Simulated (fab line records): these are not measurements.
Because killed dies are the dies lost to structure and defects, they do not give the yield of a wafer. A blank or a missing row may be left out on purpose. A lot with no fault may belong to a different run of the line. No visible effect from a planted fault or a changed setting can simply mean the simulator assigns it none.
Matching of chambers || flow n5-finfet || N5_GATE_CUT_CMP_23 on cmp-02: 4 sister chambers
The step polishes, stops on SiO2, t overpolish 23.4 s, target thk 16 nm. 4 wafers are shown with their chamber, then 7 later ones without.

== EACH WAFER AND ITS CHAMBER ==
{"wafer": "L083.6", "chamber": 2, "motor-current-A (A)": 10.1}
{"wafer": "L088.1", "chamber": 1, "motor-current-A (A)": 9.5}
{"wafer": "L093.1", "chamber": 0, "motor-current-A (A)": 8.9}
{"wafer": "L093.4", "chamber": 3, "motor-current-A (A)": 11.5}

== WAFERS WITHOUT THEIR CHAMBER ==
{"wafer": "L093.6", "motor-current-A (A)": 9.9}
{"wafer": "L095.2", "motor-current-A (A)": 10.0}
{"wafer": "L095.5", "motor-current-A (A)": 8.8}
{"wafer": "L095.6", "motor-current-A (A)": 11.0}
{"wafer": "L097.2", "motor-current-A (A)": 10.4}
{"wafer": "L097.3", "motor-current-A (A)": 10.1}
{"wafer": "L097.6", "motor-current-A (A)": 8.9}

== WHICH CHAMBER EACH WENT THROUGH ==
{"wafer": "L093.6", "from the rows above": "can't be placed: 2 or 1", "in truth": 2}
{"wafer": "L095.2", "from the rows above": "can't be placed: 2 or 1", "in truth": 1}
{"wafer": "L095.5", "from the rows above": 0, "in truth": 0}
{"wafer": "L095.6", "from the rows above": "can't be placed: 3 or 2", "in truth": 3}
{"wafer": "L097.2", "from the rows above": 2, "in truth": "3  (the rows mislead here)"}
{"wafer": "L097.3", "from the rows above": 2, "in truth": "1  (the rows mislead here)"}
{"wafer": "L097.6", "from the rows above": 0, "in truth": 0}
Correctly placed: 2 of 7. Can't be placed from these rows: 3 (the true chamber is among the candidates in 3). Placed wrongly: 2.
How it was worked out, from the rows above alone: a wafer's distance from a chamber is the root of the sum, over the readings, of the square of ((its reading less the chamber's mean) divided by the reading's scatter). If the next closest chamber is less than 2 further off than the closest, the wafer can't be placed; otherwise it belongs to the closest. For every chamber, the mean is computed from those of its wafers that are shown. The scatter: with one shown wafer a chamber, the root of the mean of the squares of how far each hidden wafer lies from its nearest shown one.
